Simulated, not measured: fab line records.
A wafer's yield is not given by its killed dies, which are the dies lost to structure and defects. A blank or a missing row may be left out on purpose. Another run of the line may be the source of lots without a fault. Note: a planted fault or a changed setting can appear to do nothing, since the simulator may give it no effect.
Split-lot trial	flow n5-finfet	7 lots, 21 wafers read, on a route of 1938 steps

## SPLIT DETAILS
At N5_SD_EPI_P_EXPOSE_06 (exposes mask SD P BLK, target cd 240 nm), the setting dose-mj was moved away from the recipe's 39.5 on 10 of the 21 wafers read, by -6.8% to +5.0%. All remaining wafers had this setting at the recipe value.

## FROM THE SPLIT TO THE READING: what the file shows between them, 2 steps
- N5_SD_EPI_P_PEB_07: peb time 60 s
- N5_SD_EPI_P_DEVELOP_08: develop time 30 s

## THE READING
cd-nm, in nm, at N5_SD_EPI_P_CD_MEAS_09 (target cd 240 nm). On this fab line, fault-free wafers typically give 240.1 nm with a standard deviation of 0.8 nm.

wafer	tool, chamber at the split	dose-mj as run	against the recipe	cd-nm, nm	against lot-mates on the recipe
L077.1	arfi-scanner-01, 0	39.5	recipe	240.6	-
L077.4	arfi-scanner-01, 0	39.5	recipe	240.3	-
L077.5	arfi-scanner-01, 0	39.5	recipe	239.4	-
L081.1	arfi-scanner-02, 0	39.5	recipe	241.0	-
L081.3	arfi-scanner-02, 0	36.84	-6.7%	235.6	-5.4
L081.6	arfi-scanner-02, 0	36.84	-6.7%	234.4	-6.6
L083.1	arfi-scanner-01, 0	41.47	+5.0%	243.8	+3.1
L083.2	arfi-scanner-01, 0	39.5	recipe	240.7	-
L083.4	arfi-scanner-01, 0	41.47	+5.0%	244.1	+3.4
L084.1	arfi-scanner-01, 0	39.5	recipe	240.1	-
L084.4	arfi-scanner-01, 0	39.5	recipe	240.7	-
L084.6	arfi-scanner-01, 0	36.82	-6.8%	234.9	-5.5
L089.3	arfi-scanner-02, 0	38.62	-2.2%	239.1	-0.8
L089.4	arfi-scanner-02, 0	38.62	-2.2%	239.6	-0.3
L089.5	arfi-scanner-02, 0	39.5	recipe	239.9	-
L093.1	arfi-scanner-01, 0	37.54	-5.0%	237.6	-4.6
L093.5	arfi-scanner-01, 0	37.54	-5.0%	236.8	-5.4
L093.6	arfi-scanner-01, 0	39.5	recipe	242.2	-
L095.4	arfi-scanner-03, 0	39.5	recipe	239.5	-
L095.5	arfi-scanner-03, 0	40.29	+2.0%	240.1	+1.0
L095.6	arfi-scanner-03, 0	39.5	recipe	238.7	-

FIT RESULTS
A straight line over all 21 wafers: cd-nm changes by +0.713 nm for each +1% of dose-mj; r = +0.94; the points scatter about the line by 0.88 nm.
The same after taking each lot's own level away (the mean of its wafers on the recipe; 21 wafers): +0.807 nm for each +1%; r = +0.97; scatter 0.7 nm.
On that fit, the largest move of dose-mj shifts the reading by 5.5 nm.
From 239.10 to 242.20 nm: that is the span of the lots' own levels, equal to 3.9 times the standard deviation above.
So the slope is not independent of the lot-to-lot level: the two fits are not the same.
Check: -5.64 nm against its lot-mates is what the line predicts for one of the wafers moved furthest among these (-6.8%) when that wafer is left out of the fit. Against them it came out at -5.5 nm.

## FURTHER SPLITS ON THESE WAFERS
Other splits were also applied to these wafers ahead of the reading. Each is held against what the fit with the lots' levels taken away leaves over:
other split on the same wafers	wafers away from the commonest value	r with cd-nm (lot level and that fit taken away)
N5_WELL_APT_COAT_02 spin-rpm	7	+0.30
N5_FIN_SAQP_ETCH_65 time-s	7	+0.23
N5_SD_EPI_N_COAT_33 spin-rpm	5	-0.32
N5_SD_EPI_N_PEB_07 peb-time-s	7	+0.13

## THE WHOLE CHAIN: every reading that the file lists as answering this split, in the file's order
step	what it does	reading	change (the file's fit)	r (the file's)
N5_SD_EPI_P_CD_MEAS_09	target cd 240 nm	cd-nm	+0.812 nm for each +1% of the setting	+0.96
N5_SD_EPI_P_DESCUM_14	chemistry O2, time 7.9 s	SD_EPI_P.cd-nm (the simulator's own value, which no gauge read)	+0.772 nm for each +1% of the setting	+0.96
N5_SD_EPI_P_ETCH_36	etches SiARC in CF4, target depth 45.5 nm, time 75.8 s	SD_EPI_P.cd-nm (the simulator's own value, which no gauge read)	+0.815 nm for each +1% of the setting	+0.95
N5_SD_EPI_P_ETCH_37	etches SOC in N2/H2, overetch 108 nm, time 486 s	SD_EPI_P.cd-nm (the simulator's own value, which no gauge read)	+0.777 nm for each +1% of the setting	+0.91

## FILE'S OWN FIT
cd-nm changes by +0.812 nm for each +1% of dose-mj, r = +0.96.
